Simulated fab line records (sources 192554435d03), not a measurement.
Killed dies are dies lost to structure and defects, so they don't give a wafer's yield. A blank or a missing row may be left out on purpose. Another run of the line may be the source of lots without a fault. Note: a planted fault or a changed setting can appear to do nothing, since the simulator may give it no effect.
Split-lot study | flow n5_finfet | 21 wafers read across 7 lots, on a route 1938 steps long

== ON THE SPLIT ==
At N5_BEOL_M0_ETCH_128 (etches SiCN in CF4/N2, target depth 12 nm, overetch 5.1 nm, time 21.4 s), the setting source_w was moved away from the recipe's 430 W on 3 of the 21 wafers read, by -15.6% to +12.7%. For the rest of the wafers, this setting stayed at what the recipe calls for.

Reading taken at the split's own step.

== THE READING ==
rf_vpp_V, in V, at N5_BEOL_M0_ETCH_128 (etches SiCN in CF4/N2, target depth 12 nm, overetch 5.1 nm, time 21.4 s). Typical for fault-free wafers on this fab line: 381.4 V, with standard deviation 1.7 V.

wafer  | tool, chamber at the split | source_w as run, W | against the recipe | rf_vpp_V, V | against lot-mates on the recipe
L074.3 | rie_diel-06, 2             | 430                | recipe             | 380.9       | -
L074.5 | rie_diel-06, 1             | 430                | recipe             | 379.6       | -
L074.6 | rie_diel-06, 2             | 430                | recipe             | 381.0       | -
L081.1 | rie_diel-02, 1             | 430                | recipe             | 381.6       | -
L081.2 | rie_diel-02, 2             | 430                | recipe             | 380.8       | -
L081.6 | rie_diel-02, 0             | 430                | recipe             | 380.9       | -
L082.2 | rie_diel-02, 0             | 430                | recipe             | 381.0       | -
L082.3 | rie_diel-02, 2             | 484.4              | +12.7%             | 364.6       | -16.8
L082.4 | rie_diel-02, 3             | 430                | recipe             | 381.7       | -
L089.2 | rie_diel-05, 2             | 430                | recipe             | 381.8       | -
L089.4 | rie_diel-05, 1             | 430                | recipe             | 380.6       | -
L089.6 | rie_diel-05, 2             | 430                | recipe             | 383.7       | -
L092.1 | rie_diel-05, 1             | 430                | recipe             | 381.0       | -
L092.3 | rie_diel-05, 2             | 430                | recipe             | 382.5       | -
L092.5 | rie_diel-05, 0             | 430                | recipe             | 380.1       | -
L093.2 | rie_diel-05, 1             | 430                | recipe             | 381.3       | -
L093.4 | rie_diel-05, 2             | 430                | recipe             | 380.9       | -
L093.6 | rie_diel-05, 3             | 363.1              | -15.6%             | 402.1       | +21.0
L096.1 | rie_diel-06, 3             | 384.4              | -10.6%             | 399.0       | +16.2
L096.5 | rie_diel-06, 0             | 430                | recipe             | 379.7       | -
L096.6 | rie_diel-06, 1             | 430                | recipe             | 385.8       | -

FIT RESULTS
A straight line over all 21 wafers: rf_vpp_V changes by -1.4 V for each +1% of source_w; r = -0.98; the points scatter about the line by 1.5 V.
The same after taking each lot's own level away (the mean of its wafers on the recipe; 21 wafers): -1.38 V for each +1%; r = -0.98; scatter 1.3 V.
The reading moves by 21 V for the largest change in source_w, on that fit.
From 380.50 to 382.75 V: that is the span of the lots' own levels, equal to 1.3 times the standard deviation above.
So the lot-to-lot level changes the slope little: the two slopes agree.
Check: with one of the wafers moved furthest among these (-15.6%) left out of the fit, the line predicts +22.1 V for it against its lot-mates. It came out at +21 V against them.
Tool readings at the split's step, against how far the setting was moved: rf_vpp_V r = -0.98.

== ADDITIONAL SPLITS CARRIED BY THESE WAFERS ==
Before the reading, these wafers also passed through other splits. Each is held against what the fit with the lots' levels taken away leaves over:
other split on the same wafers            | wafers away from the commonest value | r with rf_vpp_V (lot level and that fit taken away)
N5_BEOL_M0_SAQP_SPACER1_ALD_98 ald_cycles | 6                                    | +0.28
N5_BEOL_M0_SAQP_ETCH_106 target_depth_a   | 10                                   | -0.02

== FILE'S OWN FIT ==
rf_vpp_V changes by -1.38 V for each +1% of source_w, r = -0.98.
